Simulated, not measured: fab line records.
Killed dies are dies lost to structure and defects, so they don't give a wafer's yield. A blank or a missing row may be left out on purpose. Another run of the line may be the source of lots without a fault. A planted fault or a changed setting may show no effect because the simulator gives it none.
Chamber matching ; flow n5_finfet ; N5_BEOL_M8_CMP_52 on cmp-02: 4 sister chambers
The step polishes, stops on SiCOH lowk, t overpolish 6.9 s, target thk 80 nm. 8 wafers are shown with their chamber, then 8 later ones without.

EACH WAFER AND ITS CHAMBER
wafer;chamber;time_to_endpoint_s (s);barrier_field_endpoint_s (s)
L079.4;0;64;29.4
L084.6;2;58;27.9
L089.1;3;59;28.4
L089.4;0;69;29.8
L093.2;3;62;28.5
L093.3;1;64;28.2
L093.5;1;63;28.5
L094.1;2;54;26.2

WAFERS WITH NO CHAMBER GIVEN
wafer;time_to_endpoint_s (s);barrier_field_endpoint_s (s)
L094.2;61;27.8
L094.3;57;27.5
L096.1;60;28.2
L096.5;64;28.3
L096.6;67;28.7
L097.1;67;28.3
L097.3;64;29.0
L097.5;62;28.3

EACH ONE'S CHAMBER
wafer;from the rows above;in truth
L094.2;can't be placed: 3 or 1 or 2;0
L094.3;can't be placed: 2 or 3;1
L096.1;can't be placed: 3 or 1 or 2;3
L096.5;can't be placed: 1 or 3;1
L096.6;can't be placed: 0 or 1 or 3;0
L097.1;can't be placed: 1 or 0 or 3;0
L097.3;can't be placed: 1 or 0 or 3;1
L097.5;can't be placed: 1 or 3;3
Correct placement for 0 of the 8. These rows do not allow placing 8 (true chamber among the candidates in 6). 0 placed wrongly.
How it was worked out, from the rows above alone: a wafer's distance from a chamber is the root of the sum, over the readings, of the square of ((its reading less the chamber's mean) divided by the reading's scatter). The wafer belongs to the nearest chamber; if the next one is less than 2 further off, it can't be placed. A chamber's mean is the mean of its shown wafers. The scatter is the square root of a quotient: the sum, over the shown wafers, of each reading's squared deviation from its chamber's mean, divided by wafers minus chambers.
